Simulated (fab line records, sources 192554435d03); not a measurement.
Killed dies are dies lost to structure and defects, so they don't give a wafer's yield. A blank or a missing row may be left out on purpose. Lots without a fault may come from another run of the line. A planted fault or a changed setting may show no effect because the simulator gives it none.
A struck lot beside a sound one | flow n5_finfet | 18 steps out of a route of 1938
Sound: wafers L757.2, L757.4, L757.5. Struck: wafers L767.1, L767.3, L767.6. The cause comes at the end.
At each step with rows: each side's tool, then ch and its chambers, then its first start. Under that, the readings that differ: sound wafers | struck wafers | difference of the means | sigmas: that difference in standard deviations of wafers without a fault.
alike: readings whose means differ by less than 2 such deviations, and words and numbers that are the same on both sides. not compared: withheld readings, readings that some wafer has no value for, bounds like >300 that may hide the same value, and numbers for which the record gives no deviation and whose values overlap.
The two part at a step that has a row with sigmas, a row that says differs or no value, or rows on one side only. Numbers that don't overlap but have no deviation are shown without sigmas and don't part them. A reading that every wafer of one side lacks parts them only if that side has two wafers or more.

N5_BEOL_M0_SAQP_PECVD_03: deposits SiCN from 3MS/NH3, target thk 12 nm, time 21.1 s.
  sound on pecvd-04 ch 1,2, day 7 10:32; struck on pecvd-02 ch 0,1, day 10 00:10
  alike: rf_fwd_power_W, showerhead_plenum_p_Torr, throttle_valve_pct
N5_BEOL_M0_SAQP_PECVD_96: deposits a-Si from SiH4/He, target thk 45 nm, time 45.2 s.
  sound on pecvd-04 ch 1,2, day 7 10:34; struck on pecvd-02 ch 0,1, day 10 00:13
  reading            | sound          | struck         | difference | sigmas
  rf_fwd_power_W (W) | 99.6 99.4 99.4 | 98.8 98.6 98.7 | -0.8       | -2
  alike: heater_power_outer_w, heater_power_w, showerhead_plenum_p_Torr, throttle_valve_pct
N5_BEOL_M0_SAQP_PECVD_97: deposits SiNx from SiH4/NH3/N2, target thk 23 nm, time 19.9 s.
  sound on pecvd-04 ch 1,2, day 7 10:37; struck on pecvd-02 ch 0,1, day 10 00:17
  alike: heater_power_outer_w, heater_power_w, rf_fwd_power_W, showerhead_plenum_p_Torr, throttle_valve_pct
N5_BEOL_M0_SAQP_PECVD_04: deposits a-Si from SiH4/He, target thk 60 nm, time 60.2 s.
  sound on pecvd-04 ch 1,2, day 7 10:39; struck on pecvd-02 ch 0,1, day 10 00:20
  alike: heater_power_outer_w, heater_power_w, rf_fwd_power_W, showerhead_plenum_p_Torr, throttle_valve_pct
N5_BEOL_M0_SAQP_THK_MEAS_05:
  sound on film_metro-01, day 7 10:44; struck on film_metro-02, day 10 00:28
  alike: thk_nm
N5_BEOL_M0_SAQP_HM_DEP_111: deposits SiO2 from SiH4/N2O, target thk 12 nm, time 7.2 s.
  sound on pecvd-03 ch 0,1,2, day 7 10:47; struck on pecvd-02 ch 0,1, day 10 00:31
  alike: heater_power_outer_w, heater_power_w, rf_fwd_power_W, showerhead_plenum_p_Torr
then, 6 steps without rows for these wafers: N5_BEOL_M0_SAQP_COAT_81 (time 60 s, resist thk 100 nm); N5_BEOL_M0_SAQP_COAT_82 (time 60 s, resist thk 30 nm); N5_BEOL_M0_SAQP_COAT_08 (resist thk 90 nm); N5_BEOL_M0_SAQP_EBR_10; N5_BEOL_M0_SAQP_SOFTBAKE_09 (time 60 s); N5_BEOL_M0_SAQP_EXPOSE_11 (exposes mask M0 CORE, target cd 42 nm).
N5_BEOL_M0_SAQP_PEB_12: peb time 60 s.
  sound on litho_track-05 ch 0, day 7 11:02; struck on litho_track-05 ch 0, day 10 00:55
then, 1 step without rows for these wafers: N5_BEOL_M0_SAQP_DEVELOP_13 (develop time 30 s).
N5_BEOL_M0_SAQP_CD_MEAS_14: target cd 42.5 nm.
  sound on cd_sem-01 ch 0, day 7 11:06; struck on cd_sem-03 ch 0, day 10 00:59
  reading    | sound          | struck         | difference | sigmas
  cd_nm (nm) | 42.5 42.6 42.4 | 44.4 44.5 44.9 | +2.1       | +6
N5_BEOL_M0_SAQP_OVL_MEAS_15:
  sound on overlay-02 ch 0, day 7 11:08; struck on overlay-01 ch 0, day 10 01:01
  alike: M0_CORE_OVL
-- the record jumps here: 2 days lie between the struck wafers' starts before and after (it left off in module BEOL_M0_SAQP and takes up again in module BEOL_M4, whose first step shown is number 1111 of the route) --
N5_BEOL_M4_RC_MEAS_101:
  sound on prober-02 ch 0, day 9 22:15; struck on prober-02 ch 0, day 12 08:34
  reading       | sound          | struck         | difference | sigmas
  DIBL_N (mV/V) | 38.3 39.5 38.3 | 34.5 33.6 33.9 | -4.7       | -2
  alike: DIBL_P, IOFF_N, IOFF_P, ION_N, ION_P, SS_N, SS_P, VT_N, VT_P
then, 1 step without rows for these wafers: N5_PASSIVATION_PROBE_49.

WHERE THEY PART
First at N5_BEOL_M0_SAQP_PECVD_96; last, within this record, at N5_BEOL_M4_RC_MEAS_101.

WHY: what the simulator had put in
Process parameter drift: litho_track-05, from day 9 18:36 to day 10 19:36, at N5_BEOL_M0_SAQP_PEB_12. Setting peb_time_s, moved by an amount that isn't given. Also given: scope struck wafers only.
